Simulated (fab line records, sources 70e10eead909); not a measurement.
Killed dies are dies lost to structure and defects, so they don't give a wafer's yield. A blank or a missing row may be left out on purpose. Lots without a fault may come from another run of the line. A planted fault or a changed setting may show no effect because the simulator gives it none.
Which tool did it? | flow nand_harc | 13 lots, 39 wafers sampled, at 4 steps of a route of 1302

WHAT THE GAUGES READ, wafer by wafer
The record holds no reading of a measuring or inspecting step that can be judged against a usual standard deviation.

WHICH TOOL RAN EACH LOT (tool, then ch and the chambers of the sampled wafers, then the start)
lot  | NHARC_A_STAIRCASE_ETCH_230                    | NHARC_A_STAIRCASE_TRIM_231                    | NHARC_A_STAIRCASE_ETCH_234         | NHARC_A_STAIRCASE_ETCH_236
L560 | rie_diel-06 ch 0,2,3, day 16 04:13 or earlier | rie_diel-06 ch 0,2,3, day 16 04:13 or earlier | rie_diel-06 ch 0,1,2, day 16 04:13 | rie_diel-06 ch 0,3, no start
L562 | rie_diel-06 ch 0,2,3, day 17 00:41 or earlier | rie_diel-06 ch 0,1,3, day 17 00:41 or earlier | rie_diel-06 ch 0,1,3, day 17 00:41 | rie_diel-06 ch 0,1,3, no start
L561 | rie_diel-12 ch 0,3, day 17 03:18 or earlier   | rie_diel-12 ch 0,1,2, day 17 03:18 or earlier | rie_diel-12 ch 0,2,3, day 17 03:18 | rie_diel-12 ch 0,2,3, no start
L568 | rie_diel-06 ch 0,1,2, day 19 05:11 or earlier | rie_diel-06 ch 0,1,2, day 19 05:11 or earlier | rie_diel-06 ch 0,2,3, day 19 05:11 | rie_diel-06 ch 0,2,3, no start
L575 | rie_diel-12 ch 1,2,3, day 21 16:17 or earlier | rie_diel-12 ch 1,2,3, day 21 16:17 or earlier | rie_diel-12 ch 1,2,3, day 21 16:17 | rie_diel-12 ch 0,1,2, no start
L574 | rie_diel-05 ch 2,3, day 21 16:26 or earlier   | rie_diel-05 ch 1,2,3, day 21 16:26 or earlier | rie_diel-05 ch 1,3, day 21 16:26   | rie_diel-05 ch 0,2, no start
L577 | rie_diel-06 ch 0,1,3, day 22 20:39 or earlier | rie_diel-06 ch 1,3, day 22 20:39 or earlier   | rie_diel-06 ch 0,1, day 22 20:39   | rie_diel-06 ch 1,2, no start
L576 | rie_diel-12 ch 0,1,3, day 22 21:01 or earlier | rie_diel-12 ch 0,1,2, day 22 21:01 or earlier | rie_diel-12 ch 0,2,3, day 22 21:01 | rie_diel-12 ch 0,1,3, no start
L578 | rie_diel-05 ch 0,1,3, day 23 05:46 or earlier | rie_diel-05 ch 0,1, day 23 05:46 or earlier   | rie_diel-05 ch 0,3, day 23 05:46   | rie_diel-05 ch 0,3, no start
L579 | rie_diel-05 ch 0,2, day 24 01:10 or earlier   | rie_diel-05 ch 0,2, day 24 01:10 or earlier   | rie_diel-05 ch 0,1,2, day 24 01:10 | rie_diel-05 ch 2,3, no start
L580 | rie_diel-06 ch 0,1,3, day 24 03:08 or earlier | rie_diel-06 ch 0,2, day 24 03:08 or earlier   | rie_diel-06 ch 0,2, day 24 03:08   | rie_diel-06 ch 0,1,2, no start
L581 | rie_diel-12 ch 0,2,3, day 24 15:53 or earlier | rie_diel-12 ch 0,1,3, day 24 15:53 or earlier | rie_diel-12 ch 0,1,3, day 24 15:53 | rie_diel-12 ch 0,2,3, no start
L582 | rie_diel-12 ch 1,3, day 24 18:34 or earlier   | rie_diel-12 ch 0,3, day 24 18:34 or earlier   | rie_diel-12 ch 0,2,3, day 24 18:34 | rie_diel-12 ch 1,2, no start
- NHARC_A_STAIRCASE_ETCH_230: etches the open film in C4F8/O2, target depth 100 nm, time 40.5 s.
- NHARC_A_STAIRCASE_TRIM_231: chemistry O2, time 211.2 s.
- NHARC_A_STAIRCASE_ETCH_234: etches the open film in C4F8/O2, target depth 100 nm, time 40.5 s.
- NHARC_A_STAIRCASE_ETCH_236: etches the open film in C4F8/O2, target depth 100 nm, time 40.5 s.

WHAT THE TOOLS THEMSELVES READ (means of the sampled wafers that have a number; where no wafer has one, the mark that the record gives instead)
NHARC_A_STAIRCASE_ETCH_230.
lot  | tool        | oes_product_au (a.u.) | rf_vpp_V (V)
L560 | rie_diel-06 | 0.962                 | 896
L562 | rie_diel-06 | 0.967                 | 897
L561 | rie_diel-12 | 0.936                 | 896
L568 | rie_diel-06 | 0.951                 | 897
L575 | rie_diel-12 | 0.983                 | 897
L574 | rie_diel-05 | 0.970                 | 902
L577 | rie_diel-06 | 0.981                 | 894
L576 | rie_diel-12 | 0.947                 | 896
L578 | rie_diel-05 | 0.970                 | 896
L579 | rie_diel-05 | 0.988                 | 899
L580 | rie_diel-06 | 0.970                 | 895
L581 | rie_diel-12 | 0.944                 | 897
L582 | rie_diel-12 | 0.974                 | 896

NHARC_A_STAIRCASE_TRIM_231.
lot  | tool        | drypump_motor_current_A (A) | oes_product_au (a.u.) | rf_vpp_V (V) | showerhead_plenum_p_Torr (Torr) | throttle_valve_pct (%)
L560 | rie_diel-06 | 5.5                         | 1.002                 | 58.3         | 3.56                            | 17.045
L562 | rie_diel-06 | 5.7                         | 1.010                 | 58.5         | 3.51                            | 17.040
L561 | rie_diel-12 | 5.9                         | 1.004                 | 57.8         | 3.57                            | 17.045
L568 | rie_diel-06 | 5.8                         | 1.002                 | 57.3         | 3.53                            | 17.040
L575 | rie_diel-12 | 5.6                         | 1.015                 | 58.2         | 3.56                            | 17.043
L574 | rie_diel-05 | 5.9                         | 0.997                 | 57.7         | 3.65                            | 17.036
L577 | rie_diel-06 | 5.7                         | 1.015                 | 57.6         | 3.46                            | 17.040
L576 | rie_diel-12 | 5.9                         | 1.005                 | 57.6         | 3.54                            | 17.040
L578 | rie_diel-05 | 5.8                         | 1.002                 | 57.2         | 3.50                            | 17.036
L579 | rie_diel-05 | 5.7                         | 1.032                 | 58.9         | 3.63                            | 17.043
L580 | rie_diel-06 | 5.6                         | 0.993                 | 58.6         | 3.56                            | 17.047
L581 | rie_diel-12 | 5.8                         | 1.003                 | 57.9         | 3.52                            | 17.041
L582 | rie_diel-12 | 5.7                         | 0.997                 | 57.5         | 3.52                            | 17.042

NHARC_A_STAIRCASE_ETCH_234.
lot  | tool        | oes_product_au (a.u.) | rf_vpp_V (V)
L560 | rie_diel-06 | 0.955                 | 896
L562 | rie_diel-06 | 0.968                 | 896
L561 | rie_diel-12 | 0.941                 | 897
L568 | rie_diel-06 | 0.898                 | 897
L575 | rie_diel-12 | 0.967                 | 897
L574 | rie_diel-05 | 0.935                 | 897
L577 | rie_diel-06 | 0.961                 | 894
L576 | rie_diel-12 | 0.953                 | 897
L578 | rie_diel-05 | 0.958                 | 892
L579 | rie_diel-05 | 0.956                 | 898
L580 | rie_diel-06 | 0.961                 | 896
L581 | rie_diel-12 | 0.946                 | 896
L582 | rie_diel-12 | 0.949                 | 896

NHARC_A_STAIRCASE_ETCH_236.
lot  | tool        | oes_product_au (a.u.) | rf_vpp_V (V)
L560 | rie_diel-06 | 0.950                 | 897
L562 | rie_diel-06 | 0.959                 | 895
L561 | rie_diel-12 | 0.949                 | 899
L568 | rie_diel-06 | 0.948                 | 897
L575 | rie_diel-12 | 0.953                 | 897
L574 | rie_diel-05 | 0.962                 | 899
L577 | rie_diel-06 | 0.944                 | 895
L576 | rie_diel-12 | 0.955                 | 896
L578 | rie_diel-05 | 0.940                 | 893
L579 | rie_diel-05 | 0.970                 | 898
L580 | rie_diel-06 | 0.949                 | 895
L581 | rie_diel-12 | 0.937                 | 897
L582 | rie_diel-12 | 0.959                 | 896

THE ANSWER, worked out from the rows above alone
Rule: what is usual is taken from the lots themselves. Put in order of their means at a reading, lots are off if they are a third of the lots or fewer, leave a main group of 4 or more, and stand apart from it by a gap of 3 or more times the standard deviation of the main group's means; of several such gaps the widest counts. A main group whose means are all the same, to the digits that the tables above print for the reading, isn't used. A lot without any number at a reading at which 4 lots or more have one is off too. The other lots that the step has rows for count as sound. The gauges are gone through in route order, then the tools' own readings, and for those a lot's mean is taken as printed above. The first step at which some lot is off is used, and at that step the reading that is off furthest; a lot without a number counts as furthest.
Off: L568, at NHARC_A_STAIRCASE_ETCH_234 (oes_product_au). The main group: mean 0.954 a.u., standard deviation 0.0096.
A tool fits if, at that step or a process step before it, it ran every lot that is off, and no sound lot after the first of them. NHARC_A_STAIRCASE_ETCH_230 gives no start for some lots, so the hours and the order of its lots are those of NHARC_A_STAIRCASE_ETCH_234. NHARC_A_STAIRCASE_TRIM_231 gives no start for some lots, so the hours and the order of its lots are those of NHARC_A_STAIRCASE_ETCH_234. None of those tried fits.

WHAT THE SIMULATOR HAD PUT IN
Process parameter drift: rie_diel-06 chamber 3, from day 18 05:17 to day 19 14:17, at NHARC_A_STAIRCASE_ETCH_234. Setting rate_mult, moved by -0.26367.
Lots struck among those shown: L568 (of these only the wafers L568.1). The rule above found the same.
